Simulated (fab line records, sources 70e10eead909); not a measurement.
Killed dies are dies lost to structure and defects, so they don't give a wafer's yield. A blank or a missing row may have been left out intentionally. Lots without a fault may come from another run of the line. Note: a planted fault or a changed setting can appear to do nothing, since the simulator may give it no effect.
The tool behind it: which one? + flow nand-harc + 24 lots, 72 wafers sampled, at 5 steps of a route of 1302

## WHAT THE GAUGES SHOWED, per wafer
NHARC_A_M1_OVL_MEAS_10: pitch 240 nm.
| lot  | measured     | on         | overlay-x-nm (nm) | overlay-y-nm (nm) |
|------|--------------|------------|-------------------|-------------------|
| L074 | day 22 23:11 | overlay-02 | -0.1 -0.4 -0.1    | 0.3 0.5 0.5       |
| L075 | day 23 07:02 | overlay-01 | -0.8 -1.1 -0.7    | -1.0 -1.1 -1.0    |
| L076 | day 23 15:29 | overlay-02 | 1.3 1.2 1.8       | -0.5 -0.7 0.0     |
| L077 | day 24 02:43 | overlay-02 | 0.1 0.0 -0.4      | 0.3 -0.5 0.1      |
| L078 | day 24 05:10 | overlay-02 | -1.1 -1.1 -0.5    | 0.0 0.6 -0.1      |
| L079 | day 25 05:19 | overlay-02 | 0.3 0.5 0.4       | 1.5 1.1 2.1       |
| L080 | day 25 07:11 | overlay-01 | 1.1 0.7 0.4       | -0.1 0.1 -0.4     |
| L083 | day 26 02:45 | overlay-01 | 2.1 2.5 2.5       | -0.8 -0.6 0.0     |
| L081 | day 26 03:52 | overlay-02 | 0.5 0.5 0.1       | 1.8 1.7 2.4       |
| L082 | day 26 04:11 | overlay-01 | -0.5 -0.8 -0.4    | 0.1 -0.3 -0.4     |
| L084 | day 26 18:55 | overlay-02 | -0.4 -0.5 -0.7    | -0.6 0.0 -0.2     |
| L085 | day 26 19:53 | overlay-01 | -0.2 0.0 -1.0     | -0.2 -0.3 -0.5    |
| L087 | day 28 03:11 | overlay-01 | -1.3 -0.6 -0.4    | -0.9 -0.6 -1.0    |
| L086 | day 28 04:23 | overlay-01 | -0.6 -0.9 -1.4    | 1.0 0.8 1.1       |
| L089 | day 28 17:51 | overlay-01 | -0.3 -0.7 -0.5    | -0.8 -0.3 -0.7    |
| L088 | day 28 22:30 | overlay-02 | -0.5 -0.6 -0.3    | -0.1 -0.5 -0.4    |
| L090 | day 29 23:45 | overlay-02 | 1.2 0.9 1.7       | 0.0 0.0 0.2       |
| L091 | day 30 03:07 | overlay-02 | 1.4 0.6 1.1       | 0.5 1.0 0.4       |
| L093 | day 30 18:41 | overlay-01 | 1.1 0.9 1.5       | 0.5 0.2 0.6       |
| L092 | day 30 19:41 | overlay-02 | 0.3 -0.2 0.1      | 0.1 0.5 0.6       |
| L094 | day 31 09:28 | overlay-02 | 1.9 1.2 0.9       | 1.7 1.6 2.0       |
| L095 | day 31 10:56 | overlay-01 | 0.4 0.7 0.6       | 0.2 -0.2 0.5      |
| L096 | day 31 23:59 | overlay-01 | -0.5 -0.4 -0.4    | -0.4 -0.2 -0.7    |
| L097 | day 32 14:25 | overlay-02 | -0.3 -0.4 -0.6    | -0.6 0.1 -0.4     |

NHARC_A_BONDPAD_INSPECT_23.
| lot  | measured     | on                | raw-defect-count |
|------|--------------|-------------------|------------------|
| L074 | day 23 06:52 | defect-inspect-02 | 464 422 465      |
| L075 | day 23 14:30 | defect-inspect-02 | 455 504 554      |
| L076 | day 23 22:54 | defect-inspect-01 | 600 759 651      |
| L077 | day 24 10:03 | defect-inspect-01 | 687 501 652      |
| L078 | day 24 12:35 | defect-inspect-01 | 624 633 770      |
| L079 | day 25 12:42 | defect-inspect-01 | 531 590 538      |
| L080 | day 25 14:36 | defect-inspect-02 | 454 305 397      |
| L083 | day 26 10:02 | defect-inspect-02 | 611 617 568      |
| L081 | day 26 11:19 | defect-inspect-01 | 481 462 390      |
| L082 | day 26 11:43 | defect-inspect-01 | 466 433 456      |
| L084 | day 27 02:40 | defect-inspect-01 | 501 506 604      |
| L085 | day 27 03:17 | defect-inspect-01 | 485 349 399      |
| L087 | day 28 10:32 | defect-inspect-01 | 631 501 500      |
| L086 | day 28 11:53 | defect-inspect-02 | 427 424 536      |
| L089 | day 29 01:15 | defect-inspect-01 | 582 657 641      |
| L088 | day 29 05:51 | defect-inspect-01 | 394 367 468      |
| L090 | day 30 07:02 | defect-inspect-01 | 605 447 737      |
| L091 | day 30 10:32 | defect-inspect-02 | 404 471 564      |
| L093 | day 31 02:04 | defect-inspect-02 | 415 426 478      |
| L092 | day 31 03:08 | defect-inspect-02 | 591 695 458      |
| L094 | day 31 16:49 | defect-inspect-02 | 601 477 433      |
| L095 | day 31 18:26 | defect-inspect-02 | 344 421 382      |
| L096 | day 32 07:38 | defect-inspect-01 | 738 754 784      |
| L097 | day 32 21:50 | defect-inspect-01 | 638 477 478      |

## EACH LOT AND THE TOOL THAT RAN IT (in order: tool; ch and the chambers of the sampled wafers; start)
| lot  | NHARC_A_M1_PRE_CLEAN_30                 | NHARC_A_BONDPAD_DEGAS_25     | NHARC_A_BONDPAD_PVD_17                  |
|------|-----------------------------------------|------------------------------|-----------------------------------------|
| L074 | pvd-sputter-01, day 23 05:16 or earlier | pvd-sputter-01, day 23 05:16 | pvd-sputter-01, day 23 06:52 or earlier |
| L075 | pvd-sputter-03, day 23 12:52 or earlier | pvd-sputter-01, day 23 12:52 | pvd-sputter-01, day 23 14:30 or earlier |
| L076 | pvd-sputter-01, day 23 21:07 or earlier | pvd-sputter-01, day 23 21:07 | pvd-sputter-01, day 23 22:54 or earlier |
| L077 | pvd-sputter-03, day 24 08:25 or earlier | pvd-sputter-02, day 24 08:25 | pvd-sputter-02, day 24 10:03 or earlier |
| L078 | pvd-sputter-03, day 24 10:58 or earlier | pvd-sputter-01, day 24 10:58 | pvd-sputter-01, day 24 12:35 or earlier |
| L079 | pvd-sputter-02, day 25 11:04 or earlier | pvd-sputter-02, day 25 11:04 | pvd-sputter-02, day 25 12:42 or earlier |
| L080 | pvd-sputter-02, day 25 12:58 or earlier | pvd-sputter-03, day 25 12:58 | pvd-sputter-03, day 25 14:36 or earlier |
| L083 | pvd-sputter-02, day 26 08:26 or earlier | pvd-sputter-02, day 26 08:26 | pvd-sputter-02, day 26 10:02 or earlier |
| L081 | pvd-sputter-01, day 26 09:42 or earlier | pvd-sputter-03, day 26 09:42 | pvd-sputter-03, day 26 11:19 or earlier |
| L082 | pvd-sputter-02, day 26 10:07 or earlier | pvd-sputter-01, day 26 10:07 | pvd-sputter-01, day 26 11:43 or earlier |
| L084 | pvd-sputter-03, day 27 01:01 or earlier | pvd-sputter-03, day 27 01:01 | pvd-sputter-03, day 27 02:40 or earlier |
| L085 | pvd-sputter-02, day 27 01:40 or earlier | pvd-sputter-01, day 27 01:40 | pvd-sputter-01, day 27 03:17 or earlier |
| L087 | pvd-sputter-03, day 28 08:53 or earlier | pvd-sputter-01, day 28 08:53 | pvd-sputter-01, day 28 10:32 or earlier |
| L086 | pvd-sputter-02, day 28 10:03 or earlier | pvd-sputter-01, day 28 10:03 | pvd-sputter-01, day 28 11:53 or earlier |
| L089 | pvd-sputter-02, day 28 23:39 or earlier | pvd-sputter-01, day 28 23:39 | pvd-sputter-01, day 29 01:15 or earlier |
| L088 | pvd-sputter-03, day 29 04:16 or earlier | pvd-sputter-01, day 29 04:16 | pvd-sputter-01, day 29 05:51 or earlier |
| L090 | pvd-sputter-02, day 30 05:25 or earlier | pvd-sputter-03, day 30 05:25 | pvd-sputter-03, day 30 07:02 or earlier |
| L091 | pvd-sputter-02, day 30 08:55 or earlier | pvd-sputter-02, day 30 08:55 | pvd-sputter-02, day 30 10:32 or earlier |
| L093 | pvd-sputter-01, day 31 00:27 or earlier | pvd-sputter-02, day 31 00:27 | pvd-sputter-02, day 31 02:04 or earlier |
| L092 | pvd-sputter-02, day 31 01:31 or earlier | pvd-sputter-03, day 31 01:31 | pvd-sputter-03, day 31 03:08 or earlier |
| L094 | pvd-sputter-02, day 31 15:13 or earlier | pvd-sputter-01, day 31 15:13 | pvd-sputter-01, day 31 16:49 or earlier |
| L095 | pvd-sputter-01, day 31 16:49 or earlier | pvd-sputter-03, day 31 16:49 | pvd-sputter-03, day 31 18:26 or earlier |
| L096 | pvd-sputter-03, day 32 05:54 or earlier | pvd-sputter-03, day 32 05:54 | pvd-sputter-03, day 32 07:38 or earlier |
| L097 | pvd-sputter-01, day 32 20:14 or earlier | pvd-sputter-03, day 32 20:14 | pvd-sputter-03, day 32 21:50 or earlier |
- NHARC_A_M1_PRE_CLEAN_30: time 30 s.
- NHARC_A_BONDPAD_DEGAS_25: time 60 s.
- NHARC_A_BONDPAD_PVD_17: deposits TaN, target thk 5 nm, time 8.06 s.

## WHAT THE TOOLS THEMSELVES READ (means of the sampled wafers that have a number; where no wafer has one, the mark that the record gives instead)
NHARC_A_M1_PRE_CLEAN_30.
| lot  | tool           | heater-power-w (W) |
|------|----------------|--------------------|
| L074 | pvd-sputter-01 | 402                |
| L075 | pvd-sputter-03 | 406                |
| L076 | pvd-sputter-01 | 378                |
| L077 | pvd-sputter-03 | 359                |
| L078 | pvd-sputter-03 | 382                |
| L079 | pvd-sputter-02 | 427                |
| L080 | pvd-sputter-02 | 403                |
| L083 | pvd-sputter-02 | 415                |
| L081 | pvd-sputter-01 | 385                |
| L082 | pvd-sputter-02 | 396                |
| L084 | pvd-sputter-03 | 408                |
| L085 | pvd-sputter-02 | 406                |
| L087 | pvd-sputter-03 | 379                |
| L086 | pvd-sputter-02 | 401                |
| L089 | pvd-sputter-02 | 410                |
| L088 | pvd-sputter-03 | 453                |
| L090 | pvd-sputter-02 | 404                |
| L091 | pvd-sputter-02 | 405                |
| L093 | pvd-sputter-01 | 375                |
| L092 | pvd-sputter-02 | 417                |
| L094 | pvd-sputter-02 | 430                |
| L095 | pvd-sputter-01 | 399                |
| L096 | pvd-sputter-03 | 429                |
| L097 | pvd-sputter-01 | 373                |

NHARC_A_BONDPAD_DEGAS_25.
| lot  | tool           | heater-power-w (W) |
|------|----------------|--------------------|
| L074 | pvd-sputter-01 | 456                |
| L075 | pvd-sputter-01 | 423                |
| L076 | pvd-sputter-01 | 433                |
| L077 | pvd-sputter-02 | 507                |
| L078 | pvd-sputter-01 | 459                |
| L079 | pvd-sputter-02 | 458                |
| L080 | pvd-sputter-03 | 494                |
| L083 | pvd-sputter-02 | 462                |
| L081 | pvd-sputter-03 | 456                |
| L082 | pvd-sputter-01 | 459                |
| L084 | pvd-sputter-03 | 486                |
| L085 | pvd-sputter-01 | 474                |
| L087 | pvd-sputter-01 | 443                |
| L086 | pvd-sputter-01 | 438                |
| L089 | pvd-sputter-01 | 437                |
| L088 | pvd-sputter-01 | 430                |
| L090 | pvd-sputter-03 | 434                |
| L091 | pvd-sputter-02 | 455                |
| L093 | pvd-sputter-02 | 458                |
| L092 | pvd-sputter-03 | 432                |
| L094 | pvd-sputter-01 | 427                |
| L095 | pvd-sputter-03 | 468                |
| L096 | pvd-sputter-03 | 500                |
| L097 | pvd-sputter-03 | 477                |

NHARC_A_BONDPAD_PVD_17.
| lot  | tool           | throttle-valve-pct (%) |
|------|----------------|------------------------|
| L074 | pvd-sputter-01 | 30.2                   |
| L075 | pvd-sputter-01 | 30.4                   |
| L076 | pvd-sputter-01 | 30.7                   |
| L077 | pvd-sputter-02 | 30.6                   |
| L078 | pvd-sputter-01 | 30.3                   |
| L079 | pvd-sputter-02 | 30.2                   |
| L080 | pvd-sputter-03 | 29.3                   |
| L083 | pvd-sputter-02 | 30.0                   |
| L081 | pvd-sputter-03 | 30.8                   |
| L082 | pvd-sputter-01 | 30.1                   |
| L084 | pvd-sputter-03 | 30.1                   |
| L085 | pvd-sputter-01 | 30.2                   |
| L087 | pvd-sputter-01 | 31.0                   |
| L086 | pvd-sputter-01 | 30.2                   |
| L089 | pvd-sputter-01 | 30.0                   |
| L088 | pvd-sputter-01 | 30.0                   |
| L090 | pvd-sputter-03 | 29.1                   |
| L091 | pvd-sputter-02 | 29.2                   |
| L093 | pvd-sputter-02 | 29.2                   |
| L092 | pvd-sputter-03 | 30.2                   |
| L094 | pvd-sputter-01 | 30.3                   |
| L095 | pvd-sputter-03 | 28.6                   |
| L096 | pvd-sputter-03 | 28.2                   |
| L097 | pvd-sputter-03 | 29.3                   |

## THE ANSWER, worked out from the rows above alone
Rule: the lots themselves supply what counts as usual. The widest of any qualifying gaps counts: lots, ordered by their means at a reading, are off when they make up no more than a third of the lots, leave a main group of 4 or more, and stand apart from it by 3 or more times the standard deviation of that group's means. If all means in a main group match to the digits the tables above print for the reading, that group is not used. A lot without any number at a reading at which 4 lots or more have one is off too. Where the step has rows for the other lots, those lots are counted as sound. First the gauges in route order, then the tools' own readings, where a lot's mean is used as printed above. At the first step where some lot is off, the reading lying furthest off is the one used; lots without a number count as furthest.
Nothing can be told from this: no lot is off at any reading shown.

## WHAT THE SIMULATOR HAD PUT IN
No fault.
